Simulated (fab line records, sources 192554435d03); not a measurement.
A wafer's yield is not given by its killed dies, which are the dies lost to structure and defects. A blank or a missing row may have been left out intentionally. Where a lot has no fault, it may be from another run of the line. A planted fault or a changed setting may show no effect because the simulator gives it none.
fab line records ; flow n5Finfet
[record] lots = 5; wafers = 15; lastDay = 17
route steps=1938 shown HKMG_FIN@435 GATE_CUT@465 PASSIVATION@1936
lots that met no fault: from a run of the same line without faults
startH: hours from the record's opening day to when the first of the lot's shown wafers began ; waitH: hours since the lot's step before ; " identical to the entry in the row above ; L1.1+2: a row that stands for several wafers ; - no value, or no start given ; * or withheld: withheld ; < > ~ a bound
route shown NAME@n: NAME is a module with steps in the file, n the number in the route of the first one ; usual: mean/standard deviation of fault-free wafers ; same: alike in all rows ; chamber/n: place in a boat ; sites: readings site by site ; _std_site: how widely they spread, as a standard deviation ; _edge_site: mean of outer sites minus mean of inner sites ; radiusMm: how far each site lies from the wafer's centre ; mask NAME#n: copy n ; behind: the last tool/chamber to shape the wafer ; hold: why the lot was held/for how many hours/how that ended ; device: whichever transistor did not switch (one of n, p or np) ; end of line: tests run on the same wafers once the route is complete ; step lacking rows: just its recipe ; killed: at the first sort, the dies lost to defects and structure; wafer yield is something else ; map: shows each die of a wafer: x if killed, . if not, _ if none is there
set.NAME: the setting as run; set.NAME@STEP: as run at that earlier step ; model.NAME: the simulator's own value behind a step, which no gauge read
lots at some steps of the route; a table a step, a row a wafer
services: the hour from which a tool's chamber was out of use, counted from the record's first day as startH (under 0 if before that day), plus the number of hours and why
[[steps]]
[step N5_HKMG_FIN_ETCH_32]
[recipe] chemistry = N2/H2; target = SOC; targetDepthA = 2400; tempC = 40; timeS = 300; ionEnergyEv = 200; maskMaterial = SiARC; pressureMtorr = 30; sourceW = 840; biasW = 150; n2FlowSccm = 200; h2FlowSccm = 200
[usual] drypumpMotorCurrentA = 5.8/0.45; oesProductAu = 0.75/0.067; rfVppV = 523.7/2.1; showerheadPlenumPTorr = 2.54/0.07; throttleValvePct = 18.02/0.24
lot.wafer;tool;chamber;startH;waitH;drypumpMotorCurrentA;oesProductAu;rfHoursCounterH;rfVppV;showerheadPlenumPTorr;throttleValvePct
L729.1;rieDiel-02;1;73.60;0.0;5.9;0.75;101;520.8;2.49;18.02
L729.2;rieDiel-02;2;73.60;0.0;5.8;0.81;61;525.0;2.60;17.84
L729.5;rieDiel-02;0;73.60;0.0;5.3;0.76;-;524.7;2.55;18.29
L731.2;rieDiel-02;2;90.55;0.0;5.8;0.81;68;525.0;2.59;17.88
L731.3;rieDiel-02;1;90.55;0.0;5.9;0.75;108;520.6;2.49;18.04
L731.5;rieDiel-02;2;90.55;0.0;5.7;0.81;-;525.2;2.59;17.88
L732.1;rieDiel-05;0;92.67;0.0;6.4;0.77;134;522.0;2.46;17.90
L732.2;rieDiel-05;2;92.67;0.0;5.9;0.75;175;522.2;2.51;17.56
L732.5;rieDiel-05;2;92.67;0.0;5.8;0.75;-;523.0;2.51;17.56
L740.4;rieDiel-02;0;144.82;0.0;5.3;0.75;179;524.6;2.54;18.35
L740.5;rieDiel-02;1;144.82;0.0;5.9;0.75;-;520.1;2.48;18.06
L740.6;rieDiel-02;0;144.82;0.0;5.3;0.74;-;522.2;2.54;18.37
L746.3;rieDiel-02;2;177.61;0.0;5.8;0.78;97;525.3;2.58;17.91
L746.5;rieDiel-02;1;177.61;0.0;5.8;0.73;-;521.4;2.47;18.07
L746.6;rieDiel-02;2;177.61;0.0;5.7;0.78;-;524.7;2.58;17.93
[step N5_HKMG_FIN_STRIP_33]
[recipe] chemistry = N2/H2; tempC = 40; n2FlowSccm = 200; h2FlowSccm = 200; rfFrequencyHz = 6e+07
[step N5_HKMG_FIN_STRIP_34]
[recipe] chemistry = CF4; resist = SiARC; powerW = 300; biasPowerW = 75; pressureMtorr = 50; cf4FlowSccm = 150; rfFrequencyHz = 6e+07
[usual] drypumpMotorCurrentA = 5.7/0.45; oesProductAu = 0.75/0.063; rfVppV = 271.0/1.3; showerheadPlenumPTorr = 1.79/0.05; throttleValvePct = 13.70/0.21
lot.wafer;tool;chamber;startH;waitH;drypumpMotorCurrentA;oesProductAu;rfHoursCounterH;rfVppV;showerheadPlenumPTorr;throttleValvePct
L729.1;rieDiel-02;1;73.79;0.0;5.9;0.77;101;270.5;1.72;13.39
L729.2;rieDiel-02;2;73.79;0.0;5.8;0.84;61;270.5;1.83;13.59
L729.5;rieDiel-02;0;73.79;0.0;5.3;0.75;-;271.0;1.81;13.87
L731.2;rieDiel-02;2;90.74;0.0;5.8;0.83;68;271.4;1.83;13.59
L731.3;rieDiel-02;1;90.74;0.0;5.9;0.76;109;269.6;1.72;13.40
L731.5;rieDiel-02;2;90.74;0.0;5.7;0.83;-;272.0;1.83;13.60
L732.1;rieDiel-05;0;92.86;0.0;6.4;0.78;134;270.7;1.76;13.75
L732.2;rieDiel-05;2;92.86;0.0;5.8;0.73;175;271.1;1.78;13.64
L732.5;rieDiel-05;2;92.86;0.0;5.9;0.73;-;271.2;1.78;13.61
L740.4;rieDiel-02;0;145.01;0.0;5.3;0.74;179;270.5;1.80;13.93
L740.5;rieDiel-02;1;145.01;0.0;5.8;0.75;-;268.6;1.71;13.44
L740.6;rieDiel-02;0;145.01;0.0;5.3;0.73;-;270.4;1.80;13.93
L746.3;rieDiel-02;2;177.80;0.0;5.7;0.79;97;269.7;1.82;13.66
L746.5;rieDiel-02;1;177.80;0.0;5.8;0.74;-;270.8;1.71;13.47
L746.6;rieDiel-02;2;177.80;0.0;5.7;0.79;-;272.0;1.82;13.67
[step N5_HKMG_FIN_ETCH_35]
[recipe] chemistry = N2/H2; target = SOC; targetDepthA = 2158; ionEnergyEv = 65; biasW = 5; sourceW = 3000; timeS = 243.4; pressureMtorr = 30; n2FlowSccm = 200; h2FlowSccm = 200
[usual] drypumpMotorCurrentA = 5.8/0.45; oesProductAu = 0.76/0.07; rfVppV = 141.6/0.99; showerheadPlenumPTorr = 2.55/0.071; throttleValvePct = 18.02/0.24
lot.wafer;tool;chamber;startH;waitH;drypumpMotorCurrentA;oesProductAu;rfHoursCounterH;rfVppV;showerheadPlenumPTorr;throttleValvePct
L729.1;rieDiel-02;1;73.81;0.0;5.9;0.76;101;142.0;2.49;18.04
L729.2;rieDiel-02;2;73.81;0.0;5.8;0.82;61;142.2;2.60;17.86
L729.5;rieDiel-02;0;73.81;0.0;5.3;0.76;-;141.6;2.55;18.32
L731.2;rieDiel-02;2;90.76;0.0;5.8;0.82;68;141.5;2.59;17.88
L731.3;rieDiel-02;1;90.76;0.0;5.9;0.76;109;138.7;2.49;18.04
L731.5;rieDiel-02;2;90.76;0.0;5.7;0.82;-;142.1;2.59;17.87
L732.1;rieDiel-05;0;92.88;0.0;6.4;0.77;134;141.4;2.46;17.90
L732.2;rieDiel-05;2;92.88;0.0;5.9;0.75;175;142.1;2.51;17.55
L732.5;rieDiel-05;2;92.88;0.0;5.9;0.74;-;141.8;2.51;17.55
L740.4;rieDiel-02;0;145.03;0.0;5.3;0.74;179;141.1;2.54;18.36
L740.5;rieDiel-02;1;145.03;0.0;5.9;0.74;-;141.2;2.48;18.07
L740.6;rieDiel-02;0;145.03;0.0;5.3;0.73;-;141.9;2.54;18.36
L746.3;rieDiel-02;2;177.82;0.0;5.8;0.78;97;141.2;2.58;17.93
L746.5;rieDiel-02;1;177.82;0.0;5.9;0.73;-;140.2;2.47;18.10
L746.6;rieDiel-02;2;177.82;0.0;5.7;0.78;-;142.3;2.58;17.94
[step N5_HKMG_FIN_STRIP_92]
[recipe] chemistry = N2/H2; material = SOC; timeS = 20; powerW = 500; tempC = 40; pressureMtorr = 50; rfFrequencyHz = 6e+07; biasPowerW = 8; h2Frac = 0.5; n2FlowSccm = 300; h2FlowSccm = 300
[step N5_HKMG_FIN_WET_ETCH_18]
[recipe] chemistry = SC1; target = TiN; mix = 1:1:5; tempC = *; timeS = 55; targetDepthNm = 5.2; dry = ipaMarangoni; rinseTimeS = 30; rinseTempC = 23
[step N5_HKMG_FIN_STRIP_19]
[recipe] chemistry = N2/H2; powerW = 2500; tempC = 300; h2Frac = 0.65; timeS = 360; pressureMtorr = withheld; n2FlowSccm = 1750; h2FlowSccm = 3250
[step N5_HKMG_FIN_ALD_91]
[recipe] material = TiN; targetThkA = 10; tempC = 400; aldPrecursorFamily = TiCl4; aldCoReactant = NH3; pulseTimeS = 1; purgeTimeS = 3; coReactantPurgeTimeS = 2; coReactantPulseTimeS = 2; aldCycles = 47; pressureTorr = 3
[usual] heaterPowerW = 901/95; precursorPulseHeightRel = 0.996/0.019
[same] aldCycles = 47
lot.wafer;tool;chamber;startH;waitH;heaterPowerW;precursorPulseHeightRel
L729.1;aldMetal-02;1;74.49;0.3;1015;0.976
L729.2;aldMetal-02;0;74.49;0.3;1039;1.013
L729.5;aldMetal-02;2;74.49;0.3;902;0.998
L731.2;aldMetal-02;3;91.44;0.3;881;0.989
L731.3;aldMetal-02;0;91.44;0.3;1056;0.981
L731.5;aldMetal-02;3;91.44;0.3;861;0.994
L732.1;aldMetal-02;3;93.56;0.3;884;0.996
L732.2;aldMetal-02;0;93.56;0.3;1012;1.038
L732.5;aldMetal-02;1;93.56;0.3;988;1.023
L740.4;aldMetal-03;1;145.74;0.1;913;1.017
L740.5;aldMetal-03;1;145.74;0.1;924;0.973
L740.6;aldMetal-03;0;145.74;0.1;687;1.035
L746.3;aldMetal-03;2;178.49;0.1;881;0.965
L746.5;aldMetal-03;2;178.49;0.1;887;1.025
L746.6;aldMetal-03;1;178.49;0.1;912;0.972
[step N5_HKMG_FIN_COAT_85]
[recipe] resist = SOC; tempC = 250; timeS = 60; spinRpm = 1500; resistThkNm = 300
[step N5_HKMG_FIN_ETCH_86]
[recipe] chemistry = N2/H2; target = SOC; targetDepthA = 3932; stopOn = TiN; ionEnergyEv = 100; biasW = 61; pressureMtorr = 30; sourceW = 850; n2FlowSccm = 200; h2FlowSccm = 200
[step N5_HKMG_FIN_STRIP_89]
[recipe] chemistry = N2/H2; material = SOC; timeS = 20; powerW = 500; tempC = 40; pressureMtorr = 50; rfFrequencyHz = 6e+07; biasPowerW = 8; h2Frac = 0.5; n2FlowSccm = 300; h2FlowSccm = 300
[step N5_HKMG_FIN_WET_ETCH_87]
[recipe] chemistry = SC1; target = TiN; mix = 1:2:40; tempC = 50; timeS = 154.2; targetDepthNm = 4.7; dry = ipaMarangoni; rinseTimeS = 30; rinseTempC = 23
[step N5_HKMG_FIN_STRIP_88]
[recipe] chemistry = N2/H2; powerW = 2500; tempC = 300; h2Frac = 0.65; timeS = 360; pressureMtorr = withheld; n2FlowSccm = 1750; h2FlowSccm = 3250
[usual] drypumpMotorCurrentA = 6.26/0.27; heaterPowerW = 436/27
lot.wafer;tool;chamber;startH;waitH;drypumpMotorCurrentA;heaterPowerW;rfHoursCounterH
L729.1;plasmaAsher-01;0;75.16;0.0;6.52;403;39
L729.2;plasmaAsher-01;1;75.16;0.0;6.51;452;39
L729.5;plasmaAsher-01;1;75.16;0.0;6.51;452;-
L731.2;plasmaAsher-01;1;92.03;0.0;6.51;442;43
L731.3;plasmaAsher-01;0;92.03;0.0;6.48;415;-
L731.5;plasmaAsher-01;1;92.03;0.0;6.51;439;-
L732.1;plasmaAsher-02;1;94.15;0.0;5.95;400;91
L732.2;plasmaAsher-02;0;94.15;0.0;5.96;471;91
L732.5;plasmaAsher-02;0;94.15;0.0;5.99;484;-
L740.4;plasmaAsher-02;0;146.47;0.1;5.98;468;-
L740.5;plasmaAsher-02;0;146.47;0.1;5.97;484;-
L740.6;plasmaAsher-02;1;146.47;0.1;5.94;411;-
L746.3;plasmaAsher-02;1;179.20;0.1;5.96;411;-
L746.5;plasmaAsher-02;1;179.20;0.1;5.96;417;-
L746.6;plasmaAsher-02;0;179.20;0.1;6.03;480;-
[step N5_HKMG_FIN_NWFM_ALD_20]
[recipe] material = TiAlC; targetThkA = 20; tempC = 300; aldPrecursorFamily = TiCl4; aldCoReactant = TEA; pulseTimeS = 3; purgeTimeS = 2; coReactantPurgeTimeS = 2; coReactantPulseTimeS = 10; aldCycles = 7; pressureTorr = 3
[step N5_HKMG_FIN_ALD_71]
[recipe] material = TiN; targetThkA = 10; tempC = 400; aldPrecursorFamily = TiCl4; aldCoReactant = NH3; pulseTimeS = 1; purgeTimeS = 3; coReactantPurgeTimeS = 2; coReactantPulseTimeS = 2; aldCycles = 47; pressureTorr = 3
[step N5_HKMG_FIN_COAT_66]
[recipe] resist = SOC; tempC = 250; timeS = 60; spinRpm = 1500; resistThkNm = 300
[step N5_HKMG_FIN_ETCH_67]
[recipe] chemistry = N2/H2; target = SOC; targetDepthA = 3889; stopOn = TiN; ionEnergyEv = 100; biasW = 61; pressureMtorr = 30; sourceW = 850; n2FlowSccm = 200; h2FlowSccm = 200
[step N5_HKMG_FIN_STRIP_90]
[recipe] chemistry = N2/H2; material = SOC; timeS = 20; powerW = 500; tempC = 40; pressureMtorr = 50; rfFrequencyHz = 6e+07; biasPowerW = 8; h2Frac = 0.5; n2FlowSccm = 300; h2FlowSccm = 300
[step N5_HKMG_FIN_WET_ETCH_73]
[recipe] chemistry = SC1; mix = 1:2:40; tempC = 50; timeS = 42.3; targetDepthNm = 1.3; dry = ipaMarangoni; rinseTimeS = 30; rinseTempC = 23
[step N5_HKMG_FIN_ETCHBACK_68]
[recipe] chemistry = Cl2/Ar; stopOn = HfO2; targetDepthA = 5; pressureMtorr = 10; icpW = 600; biasW = 60; Cl2_flow_sccm = 40; Ar_flow_sccm = 60
[step N5_HKMG_FIN_STRIP_69]
[recipe] chemistry = N2/H2; powerW = 2500; tempC = 300; h2Frac = 0.65; timeS = 360; pressureMtorr = withheld; n2FlowSccm = 1750; h2FlowSccm = 3250
[step N5_HKMG_FIN_ALD_21]
[recipe] material = TiN; targetThkA = 15; tempC = 400; aldPrecursorFamily = TiCl4; aldCoReactant = NH3; pulseTimeS = 1; purgeTimeS = 3; coReactantPurgeTimeS = 2; coReactantPulseTimeS = 2; aldCycles = 68; pressureTorr = 3
[step N5_HKMG_FIN_ALD_72]
[recipe] material = W; targetThkA = 20; tempC = 300; pressureTorr = 7.5; aldPrecursorFamily = WF6; aldCoReactant = B2H6; pulseTimeS = 1; purgeTimeS = 2; coReactantPurgeTimeS = 2; coReactantPulseTimeS = 3; aldCycles = 7
[step N5_HKMG_FIN_W_FILL_22]
[recipe] material = W; targetThkA = 600; tempC = 400; pressureTorr = 39.4; timeS = 18.2
[usual] heaterPowerW = 865/96; throttleValvePct = 19.4/0.56
lot.wafer;tool;chamber;startH;waitH;heaterPowerW;throttleValvePct
L729.1;cvdW-01;1;77.16;0.0;1006;20.2
L729.2;cvdW-01;0;77.16;0.0;766;19.2
L729.5;cvdW-01;0;77.16;0.0;764;19.7
L731.2;cvdW-01;0;94.06;0.0;768;19.0
L731.3;cvdW-01;1;94.06;0.0;1024;20.2
L731.5;cvdW-01;1;94.06;0.0;981;20.2
L732.1;cvdW-02;0;96.14;0.0;851;18.9
L732.2;cvdW-02;1;96.14;0.0;807;18.9
L732.5;cvdW-02;1;96.14;0.0;789;19.0
L740.4;cvdW-02;0;148.35;0.0;863;18.8
L740.5;cvdW-02;1;148.35;0.0;812;19.0
L740.6;cvdW-02;0;148.35;0.0;865;18.8
L746.3;cvdW-01;1;181.08;0.0;1009;20.4
L746.5;cvdW-01;0;181.08;0.0;750;19.3
L746.6;cvdW-01;1;181.08;0.0;1030;20.2
[step N5_HKMG_FIN_PRECLEAN_83]
[recipe] chemistry = DIW; timeS = 57.5; tempC = 23
[step N5_HKMG_FIN_SRD_84]
[recipe] dryTimeS = 32; dry = n2Spin; spinRpm = 1500
[step N5_HKMG_FIN_CMP_23]
[recipe] stopOn = SiNx; tOverpolishS = 10; postCmpClean = rinseOnly; downForcePsi = 4; platenRpm = 50.289; padVelocityMS = 1.0006; targetThkNm = 46.326
[step N5_HKMG_FIN_CMP_94]
[recipe] stopOn = SiNx; postCmpClean = wDiluteNh4oh; tOverpolishS = 4.7; downForcePsi = 4; platenRpm = 50.289; padVelocityMS = 1.0006; targetThkNm = 43.299
[step N5_GATE_CUT_ETCHBACK_00]
[recipe] chemistry = SF6/Cl2; target = W; pressureMtorr = 8; icpW = 900; biasW = 80; SF6_flow_sccm = 40; Cl2_flow_sccm = 60
[step N5_GATE_CUT_ETCH_56]
[recipe] chemistry = Cl2/Ar; target = TiN; targetDepthA = 216; pressureMtorr = 10; icpW = 600; biasW = 60; Cl2_flow_sccm = 40; Ar_flow_sccm = 60
[step N5_GATE_CUT_ETCHBACK_30]
[recipe] chemistry = Cl2/Ar; target = TiN; targetDepthA = 30; mode = isotropic; pressureMtorr = 10; icpW = 600; biasW = 60; Cl2_flow_sccm = 40; Ar_flow_sccm = 60
[step N5_GATE_CUT_VAPOR_ETCH_60]
[recipe] chemistry = BCl3/Cl2; target = HfO2; mode = isotropic
[step N5_GATE_CUT_ETCH_58]
[recipe] chemistry = CH3F/O2; target = SiNx; targetDepthA = 170; timeS = 128.6; ionEnergyEv = 50; pressureMtorr = 30; sourceW = 415; biasW = 21; Ar_flow_sccm = 150; CH3F_flow_sccm = 30; O2_flow_sccm = 20
[step N5_GATE_CUT_STRIP_59]
[recipe] chemistry = N2/H2; timeS = 20; powerW = 100; tempC = 40; pressureMtorr = 100; rfFrequencyHz = 6e+07; biasPowerW = 3; n2FlowSccm = 300; h2FlowSccm = 300
[step N5_GATE_CUT_PRECLEAN_31]
[recipe] tempC = 23; chemistry = DIW; timeS = 300
[step N5_GATE_CUT_SRD_32]
[recipe] timeS = 30; tempC = 23; rinseLiquid = diw; dry = ipaMarangoni
[step N5_GATE_CUT_SAC_CAP_01]
[recipe] material = SiNx; targetThkA = 240; tempC = 400; aldPrecursorFamily = SiH2I2; aldCoReactant = N2/H2-plasma; pulseTimeS = 1; aldCycles = 480; purgeTimeS = 2; coReactantPurgeTimeS = 2; pressureTorr = 2
[step N5_GATE_CUT_PECVD_57]
[recipe] material = SiNx; targetThkA = 210; tempC = 400; precursor = SiH4/NH3/N2; pressureTorr = 1.5; rfW = 300
[step N5_GATE_CUT_CMP_02]
[recipe] stopOn = SiO2; tOverpolishS = 12.7; postCmpClean = alkalineBrush; downForcePsi = 2.5; platenRpm = 51.8; padVelocityMS = 1.0307; targetThkNm = 0
[step N5_PASSIVATION_PROBE_49]
[usual] defectLimitedYield = 91.7/1.4; killed_at_M0_to_M3 = 31/11; killed_at_M4_up = 13/4.6; killedAtContacts = 13/6.7; killedAtFrontEnd = 39/9.6; killedAtOther = 3.5/2.8; killedDies = 98/16; killedOnRim = 13/4.2; killedOpen = 64/11; killedShort = 33/8.5; sort_bin_4_leakage = 0.00/0.032; sort_bin_5_function = 4.9/0.96; sort_bin_6_memory = 3.1/0.59; sort_bin_8_speed = 0.2/1.3; sortNPass = 1080/23
[same] grossDies = 1180; killedAtBackSide = 0
lot.wafer;tool;chamber;startH;waitH;defectLimitedYield[%];killed_at_M0_to_M3;killed_at_M4_up;killedAtContacts;killedAtFrontEnd;killedAtOther;killedDies;killedOnRim;killedOpen;killedShort;sort_bin_4_leakage[%];sort_bin_5_function[%];sort_bin_6_memory[%];sort_bin_8_speed[%];sortNPass
L729.1;prober-02;-;277.72;0.0;91.6;29;9;35;17;9;99;11;63;35;0;4.2;3.8;0;1081
L729.2;prober-02;-;277.77;0.1;94.7;9;6;20;22;5;62;6;39;21;0;2.5;2.5;0;1118
L729.5;prober-02;-;277.92;0.2;90.6;33;10;28;40;0;111;12;83;27;0;5.3;3.6;0;1069
L731.2;prober-01;-;294.78;0.1;83.6;21;11;18;143;0;193;27;61;41;0;10.4;4.0;0;987
L731.3;prober-01;-;294.83;0.1;85.5;24;17;23;105;2;171;30;71;38;0;8.6;4.1;0;1009
L731.5;prober-01;-;294.93;0.2;82.5;21;13;34;134;4;206;29;67;44;0;11.5;4.0;0;974
L732.1;prober-01;-;310.50;0.0;91.0;29;17;17;42;1;106;15;79;27;0;5.3;3.3;0;1074
L732.2;prober-01;-;310.55;0.1;92.5;23;6;13;43;3;88;10;54;34;0;4.7;2.5;0;1092
L732.5;prober-01;-;310.70;0.2;91.3;26;13;17;47;0;103;12;67;36;0;5.8;2.4;0;1077
L740.4;prober-01;-;348.04;0.2;92.1;43;10;17;20;3;93;15;59;30;0;5.0;2.5;0.2;1087
L740.5;prober-01;-;348.09;0.2;91.6;37;15;3;41;3;99;16;68;29;0;4.7;3.4;0.1;1081
L740.6;prober-01;-;348.14;0.3;92.8;34;9;11;28;3;85;7;65;20;0;3.8;3.2;0;1095
L746.3;prober-01;-;409.37;0.1;89.6;43;14;12;52;2;123;14;79;43;0;5.9;4.2;0;1057
L746.5;prober-01;-;409.47;0.2;87.7;60;13;13;56;3;145;25;83;60;0;7.0;4.6;0;1035
L746.6;prober-01;-;409.52;0.3;87.6;76;9;9;46;6;146;28;85;61;0.08;8.0;3.8;0;1033
// killed by level:class
L729.1 MOL_CONTACT_COAG:geometricParticle:open=23 MOL_CONTACT_COAG:geometricParticle:short=12 BEOL_M1:geometricParticle:open=12 STI_FIN_REVEAL:geometricParticle:open=4 BEOL_M1:geometricParticle:short=4 BEOL_M3:geometricParticle:open=4 BEOL_M4:geometricParticle:open=4 PAD_METAL:geometricParticle:short=4
L729.2 MOL_CONTACT_COAG:geometricParticle:open=17 FIN_SAQP:geometricParticle:short=8 FIN_SAQP:geometricParticle:open=4 DUMMY_GATE:geometricParticle:open=4 BEOL_M0_SAQP:geometricParticle:open=3 MOL_CONTACT_COAG:geometricParticle:short=3 PASS1_CAP:geometricParticle:short=3 BEOL_M1:geometricParticle:open=2
L729.5 MOL_CONTACT_COAG:geometricParticle:open=26 STI_FIN_REVEAL:geometricParticle:open=10 BEOL_M0_SAQP:geometricParticle:open=9 BEOL_M2:geometricParticle:open=6 FIN_SAQP:geometricParticle:open=5 BEOL_M0_SAQP:geometricParticle:short=5 BEOL_M1:geometricParticle:open=5 STI_FIN_REVEAL:geometricParticle:short=3
L731.2 HKMG_FIN:unspecified=89 GATE_CUT:geometricParticle:short=17 MOL_CONTACT_COAG:geometricParticle:open=14 FIN_SAQP:geometricParticle:short=10 GATE_CUT:geometricParticle:open=10 FIN_SAQP:geometricParticle:open=7 BEOL_M4:geometricParticle:open=7 BEOL_M0:geometricParticle:open=5
L731.3 HKMG_FIN:unspecified=61 MOL_CONTACT_COAG:geometricParticle:open=18 GATE_CUT:geometricParticle:short=9 BEOL_M1:geometricParticle:open=9 FIN_SAQP:geometricParticle:short=5 BEOL_M4:geometricParticle:open=5 GATE_CUT:geometricParticle:open=5 STI_FIN_REVEAL:geometricParticle:open=4
L731.5 HKMG_FIN:unspecified=95 MOL_CONTACT_COAG:geometricParticle:open=24 MOL_CONTACT_COAG:geometricParticle:short=10 FIN_SAQP:geometricParticle:short=9 FIN_SAQP:geometricParticle:open=8 GATE_CUT:geometricParticle:open=8 BEOL_M1:geometricParticle:open=5 BEOL_M1:geometricParticle:short=4
L732.1 FIN_SAQP:geometricParticle:open=15 MOL_CONTACT_COAG:geometricParticle:open=13 FIN_SAQP:geometricParticle:short=11 BEOL_M4:geometricParticle:open=11 STI_FIN_REVEAL:geometricParticle:open=7 BEOL_M1:geometricParticle:open=7 BEOL_M3:geometricParticle:open=6 BEOL_M0_SAQP:geometricParticle:open=5
L732.2 FIN_SAQP:geometricParticle:short=11 STI_FIN_REVEAL:geometricParticle:open=10 BEOL_M3:geometricParticle:open=9 MOL_CONTACT_COAG:geometricParticle:short=7 MOL_CONTACT_COAG:geometricParticle:open=6 BEOL_M2:geometricParticle:open=6 BEOL_M0_SAQP:geometricParticle:open=4 FIN_SAQP:geometricParticle:open=3
L732.5 STI_FIN_REVEAL:geometricParticle:open=15 MOL_CONTACT_COAG:geometricParticle:open=14 FIN_SAQP:geometricParticle:short=9 BEOL_M0_SAQP:geometricParticle:open=8 BEOL_M0_SAQP:geometricParticle:short=8 BEOL_M4:geometricParticle:open=7 GATE_CUT:geometricParticle:short=6 BEOL_M2:geometricParticle:open=3
L740.4 MOL_CONTACT_COAG:geometricParticle:open=15 BEOL_M0_SAQP:geometricParticle:short=12 BEOL_M3:geometricParticle:open=8 BEOL_M1:geometricParticle:open=6 BEOL_M2:geometricParticle:open=6 BEOL_M4:geometricParticle:open=6 FIN_SAQP:geometricParticle:open=4 FIN_SAQP:geometricParticle:short=4
L740.5 BEOL_M3:geometricParticle:open=13 FIN_SAQP:geometricParticle:short=11 FIN_SAQP:geometricParticle:open=9 BEOL_M0_SAQP:geometricParticle:open=8 BEOL_M1:geometricParticle:open=7 BEOL_M4:geometricParticle:open=7 STI_FIN_REVEAL:geometricParticle:open=5 GATE_CUT:geometricParticle:open=4
L740.6 MOL_CONTACT_COAG:geometricParticle:open=9 BEOL_M1:geometricParticle:open=9 FIN_SAQP:geometricParticle:open=8 BEOL_M0_SAQP:geometricParticle:open=6 BEOL_M2:geometricParticle:open=6 STI_FIN_REVEAL:geometricParticle:open=5 BEOL_M4:geometricParticle:open=5 DUMMY_GATE:geometricParticle:open=4
L746.3 FIN_SAQP:geometricParticle:short=16 FIN_SAQP:geometricParticle:open=12 STI_FIN_REVEAL:geometricParticle:open=10 MOL_CONTACT_COAG:geometricParticle:open=10 BEOL_M0_SAQP:geometricParticle:open=9 BEOL_M3:geometricParticle:open=9 BEOL_M1:geometricParticle:open=8 BEOL_M2:geometricParticle:open=6
L746.5 BEOL_M0_SAQP:geometricParticle:open=19 BEOL_M0_SAQP:geometricParticle:short=16 STI_FIN_REVEAL:geometricParticle:open=11 GATE_CUT:geometricParticle:short=11 FIN_SAQP:geometricParticle:short=9 FIN_SAQP:geometricParticle:open=8 MOL_CONTACT_COAG:geometricParticle:open=7 MOL_CONTACT_COAG:geometricParticle:short=6
L746.6 BEOL_M0_SAQP:geometricParticle:open=22 BEOL_M0_SAQP:geometricParticle:short=17 FIN_SAQP:geometricParticle:open=12 FIN_SAQP:geometricParticle:short=11 BEOL_M2:geometricParticle:short=10 BEOL_M3:geometricParticle:open=9 MOL_CONTACT_COAG:geometricParticle:open=7 STI_FIN_REVEAL:geometricParticle:open=6
// map L731.5 (x killed, . not)
_________________.xxxxxxxxx.x________________
______________.xxxxxxxxxxxxxx.xx_____________
___________..xxx.xxxxxxxxxxxxxx.x..__________
__________x...xxx.xxxxxxxxxx.x..x..._________
________.......xxxxxxxxxxxxx....x....x_______
_______........xxxxxxxxxxxxx...........______
______..x.......x.xxxxxxxx.x............_____
_____....x....x....x.x.xx..x.x...........____
____.....x......x..xxx.x.x....xx..........___
___........xx....x....x.......x.....x......__
___.x......x..............x..............x.__
__...................x.........x............_
__.......x.......x......x....x.....x........_
_x..............x.............x.........x....
_....x.x......x...............x..............
_......xxx..........x.......x..............x.
_...x......x..x.....x........................
_x...xx....x..x......x..............x....x...
_...................x...........x............
_x.......x...................................
_........................x.....x..x..........
__.........x...x...x..................x....._
__...........x.....................x........_
___........x...............................__
___......xx.....x.......................x..__
____.x..x..............x.............x....___
_____....x.........x.x............x......____
______....x..x......x.............x....._____
_______.......x.x........x.............______
________xx.......x................x..._______
__________...........x..x.x..x.x.x.x_________
___________x.............xx........__________
______________.................._____________
_________________............________________
// map L729.5 (x killed, . not)
_________________.x..........________________
______________.................._____________
___________.......................x__________
__________......xx..x.x...x........._________
________...x.........................._______
_______....x..x........................______
______x........................x...x...._____
_____.....x....x.........x......x........____
____...x....x..x.x...............x........___
___....x........x.......xx........x..x.x...__
___................x....x...........x....x.__
__......x.........x....x..............x....._
__...x......................................_
_......................x.x....x.......x...x..
_x.......x.........x.............x...x..x....
_..................x.....x.............x.....
_x....x........x...............x.......xx...x
_x.................x...x.............x..x....
_...x...x...............x.......x............
_.............................x.....x...x..x.
_..xx............x.....x........x.....x......
__...............x......x.x................._
__......x........x....x..x.................x_
___.....x.xx........x....x........x..x.....__
___....x..............................x....__
____x...........................x......xx.___
_____....................................____
______.......x...............x.........._____
_______..x............x..x.............______
________..x............x.............._______
__________...x......................_________
___________.................x.x....__________
______________...........x......_____________
_________________...x........________________
[[services]]
tool;chamber;startH;hours;kind
rieDiel-02;-;65.60;2.8;pm
cvdW-02;0;72.69;2.4;repair
rieDiel-02;3;72.95;-;clean
rieDiel-02;3;72.95;-;consumableReplace:focusRing
rieDiel-02;3;72.95;20.8;scheduledDown
rieDiel-02;3;72.95;20.8;ventCycle
cvdW-02;-;126.01;14.6;pm
rieDiel-05;3;132.65;7.5;repair
cvdW-01;-;140.61;2.8;pm
[[key]]
[firstSign] step = N5_PASSIVATION_PROBE_49; reading = killedAtFrontEnd; direction = up; sigmas = 9.2; usual = 39; struck = 127
[effect] step = N5_PASSIVATION_PROBE_49; reading = defectLimitedYield; direction = down; sigmas = 5.7; usual = 91.7; struck = 83.9
[moreKillsBornAt] N5_HKMG_FIN_STRIP_88@plasmaAsher-01 = 245
metAt N5_HKMG_FIN_STRIP_88
struckWafers L731.2,L731.3,L731.5
onsetBetween 75.16 92.03
[fault] kind = chamberParticleSource; tool = plasmaAsher-01; chamber = -; onsetH = 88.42; steps = N5_HKMG_FIN_STRIP_88; ratePerVisitCm2 = 0.83044
